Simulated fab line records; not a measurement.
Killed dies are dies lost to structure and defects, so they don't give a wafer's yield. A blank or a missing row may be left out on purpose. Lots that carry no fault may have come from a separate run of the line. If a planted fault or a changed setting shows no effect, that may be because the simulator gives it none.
Matching of chambers ; flow n5_finfet ; N5_GATE_CUT_DESCUM_18 on rie_diel-01: 4 sister chambers
The step chemistry O2, time 7 s. 14 wafers are shown with their chamber, then 7 later ones without.

## WAFERS, EACH WITH ITS CHAMBER
wafer;chamber;showerhead_plenum_p_Torr (Torr);drypump_motor_current_A (A);throttle_valve_pct (%)
L075.2;0;2.06;5.4;20.75
L075.4;0;2.06;5.4;20.73
L075.5;2;2.13;5.6;20.61
L076.4;2;2.13;5.7;20.60
L076.5;1;1.99;5.6;20.65
L076.6;2;2.13;5.7;20.61
L082.1;3;2.14;6.0;20.26
L082.3;2;2.13;5.7;20.61
L082.6;1;1.98;5.6;20.67
L085.1;0;2.06;5.4;20.37
L085.2;2;2.12;5.7;20.64
L085.6;0;2.06;5.4;20.35
L090.3;1;1.98;5.6;20.70
L090.5;1;1.98;5.6;20.69

SIGNATURES (means of the wafers above)
reading;chamber 0;chamber 1;chamber 2;chamber 3;scatter within a chamber
showerhead_plenum_p_Torr;2.0600;1.9825;2.1280;2.1400;0.00394
drypump_motor_current_A;5.400;5.600;5.680;6.000;0.0283
throttle_valve_pct;20.5500;20.6775;20.6140;20.2600;0.121
Rule: a wafer's distance from a chamber is the root of the sum, over the readings, of the square of ((its reading less the chamber's mean) divided by the reading's scatter). The wafer belongs to the nearest chamber; if the next one is less than 2 further off, it can't be placed. The scatter is the square root of a quotient: the sum, over the shown wafers, of each reading's squared deviation from its chamber's mean, divided by wafers minus chambers.

## WAFERS WHOSE CHAMBER IS MISSING
wafer;showerhead_plenum_p_Torr (Torr);drypump_motor_current_A (A);throttle_valve_pct (%)
L090.6;2.12;5.7;20.64
L093.1;2.14;6.1;20.30
L093.4;1.98;5.6;20.71
L093.5;1.98;5.6;20.72
L094.1;1.97;5.6;20.70
L094.5;2.14;6.1;20.30
L094.6;2.05;5.4;20.37

## THE CHAMBER EACH PASSED THROUGH
wafer;from the rows above;in truth
L090.6;2;2
L093.1;3;3
L093.4;1;1
L093.5;1;1
L094.1;1;1
L094.5;3;3
L094.6;0;0
Correctly placed: 7 of 7. Left unplaced by these rows: 0. Placed wrongly: 0.
